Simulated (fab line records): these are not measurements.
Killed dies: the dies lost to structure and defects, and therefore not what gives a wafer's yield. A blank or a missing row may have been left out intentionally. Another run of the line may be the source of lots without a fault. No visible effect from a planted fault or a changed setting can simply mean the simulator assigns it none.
Split-lot experiment :: flow n5 finfet :: 7 lots, 21 wafers read, on a route of 1938 steps

## THE SPLIT
At N5_BEOL_M5_ETCH_41 (etches SiCN in CH3F/O2, target depth 31.5 nm, time 56.7 s), the setting source w was moved away from the recipe's 395 W on 9 of the 21 wafers read, by -9.3% to +16.6%. The other wafers ran this setting at the recipe's value.

The split's own step is where the reading is taken.

## THE READING
rf vpp V, in V, at N5_BEOL_M5_ETCH_41 (etches SiCN in CH3F/O2, target depth 31.5 nm, time 56.7 s). A value of 298.5 V with a standard deviation of 1.3 V is what fault-free wafers of this fab line usually give.

wafer: L077.1
tool, chamber at the split: rie diel-05, 3
source w as run, W: 395
against the recipe: recipe
rf vpp V, V: 296.0
against lot-mates on the recipe: -

wafer: L077.4
tool, chamber at the split: rie diel-05, 2
source w as run, W: 395
against the recipe: recipe
rf vpp V, V: 299.0
against lot-mates on the recipe: -

wafer: L077.5
tool, chamber at the split: rie diel-05, 2
source w as run, W: 395
against the recipe: recipe
rf vpp V, V: 298.5
against lot-mates on the recipe: -

wafer: L081.1
tool, chamber at the split: rie diel-05, 3
source w as run, W: 460.4
against the recipe: +16.6%
rf vpp V, V: 284.3
against lot-mates on the recipe: -13.4

wafer: L081.3
tool, chamber at the split: rie diel-05, 0
source w as run, W: 395
against the recipe: recipe
rf vpp V, V: 297.8
against lot-mates on the recipe: -

wafer: L081.6
tool, chamber at the split: rie diel-05, 3
source w as run, W: 395
against the recipe: recipe
rf vpp V, V: 297.6
against lot-mates on the recipe: -

wafer: L084.1
tool, chamber at the split: rie diel-06, 3
source w as run, W: 395
against the recipe: recipe
rf vpp V, V: 300.1
against lot-mates on the recipe: -

wafer: L084.4
tool, chamber at the split: rie diel-06, 2
source w as run, W: 438.2
against the recipe: +10.9%
rf vpp V, V: 287.4
against lot-mates on the recipe: -12.7

wafer: L084.6
tool, chamber at the split: rie diel-06, 3
source w as run, W: 438.2
against the recipe: +10.9%
rf vpp V, V: 289.0
against lot-mates on the recipe: -11.1

wafer: L083.1
tool, chamber at the split: rie diel-01, 0
source w as run, W: 447.7
against the recipe: +13.3%
rf vpp V, V: 286.6
against lot-mates on the recipe: -12.4

wafer: L083.2
tool, chamber at the split: rie diel-01, 1
source w as run, W: 395
against the recipe: recipe
rf vpp V, V: 296.7
against lot-mates on the recipe: -

wafer: L083.4
tool, chamber at the split: rie diel-01, 3
source w as run, W: 395
against the recipe: recipe
rf vpp V, V: 301.4
against lot-mates on the recipe: -

wafer: L089.3
tool, chamber at the split: rie diel-05, 0
source w as run, W: 373.8
against the recipe: -5.4%
rf vpp V, V: 303.6
against lot-mates on the recipe: +5.1

wafer: L089.4
tool, chamber at the split: rie diel-05, 1
source w as run, W: 395
against the recipe: recipe
rf vpp V, V: 299.6
against lot-mates on the recipe: -

wafer: L089.5
tool, chamber at the split: rie diel-05, 2
source w as run, W: 395
against the recipe: recipe
rf vpp V, V: 297.5
against lot-mates on the recipe: -

wafer: L093.1
tool, chamber at the split: rie diel-01, 1
source w as run, W: 358.2
against the recipe: -9.3%
rf vpp V, V: 306.4
against lot-mates on the recipe: +9.5

wafer: L093.5
tool, chamber at the split: rie diel-01, 2
source w as run, W: 358.2
against the recipe: -9.3%
rf vpp V, V: 309.6
against lot-mates on the recipe: +12.7

wafer: L093.6
tool, chamber at the split: rie diel-01, 1
source w as run, W: 395
against the recipe: recipe
rf vpp V, V: 296.9
against lot-mates on the recipe: -

wafer: L095.4
tool, chamber at the split: rie diel-06, 2
source w as run, W: 441.1
against the recipe: +11.7%
rf vpp V, V: 288.1
against lot-mates on the recipe: -11.1

wafer: L095.5
tool, chamber at the split: rie diel-06, 1
source w as run, W: 395
against the recipe: recipe
rf vpp V, V: 299.2
against lot-mates on the recipe: -

wafer: L095.6
tool, chamber at the split: rie diel-06, 2
source w as run, W: 441.1
against the recipe: +11.7%
rf vpp V, V: 286.7
against lot-mates on the recipe: -12.5

FIT RESULTS
A straight line over all 21 wafers: rf vpp V changes by -0.931 V for each +1% of source w; r = -0.98; the points scatter about the line by 1.4 V.
The same after taking each lot's own level away (the mean of its wafers on the recipe; 21 wafers): -1 V for each +1%; r = -0.98; scatter 1.5 V.
Per that fit: largest source w move, reading shift of 17 V.
The lots' own levels span 296.90 to 300.10 V, that is 2.5 times the standard deviation above.
So the lot-to-lot level changes the slope little: the two slopes agree.
Check: -17.3 V against its lot-mates is what the line predicts for one of the wafers moved furthest among these (+16.6%) when that wafer is left out of the fit. Against them it came out at -13.4 V.
Tool readings at the split's step, against how far the setting was moved: rf vpp V r = -0.98.

## FURTHER SPLITS ON THESE WAFERS
These wafers also went through other splits before the reading. Each is held against what the fit with the lots' levels taken away leaves over:
other split on the same wafers: N5_BEOL_M2_COAT_67 spin rpm
wafers away from the commonest value: 9
r with rf vpp V (lot level and that fit taken away): +0.24

other split on the same wafers: N5_BEOL_M2_COAT_76 temp c
wafers away from the commonest value: 9
r with rf vpp V (lot level and that fit taken away): -0.09

other split on the same wafers: N5_BEOL_M3_ETCH_70 bias w
wafers away from the commonest value: 3
r with rf vpp V (lot level and that fit taken away): -0.04

other split on the same wafers: N5_BEOL_M4_COAT_05 spin rpm
wafers away from the commonest value: 8
r with rf vpp V (lot level and that fit taken away): +0.39

other split on the same wafers: N5_BEOL_M4_DESCUM_16 time s
wafers away from the commonest value: 1
r with rf vpp V (lot level and that fit taken away): -0.33

other split on the same wafers: N5_BEOL_M5_TRENCH_ETCH_37 time s
wafers away from the commonest value: 7
r with rf vpp V (lot level and that fit taken away): -0.12

## FILE'S OWN FIT
rf vpp V changes by -0.956 V for each +1% of source w, r = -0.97.
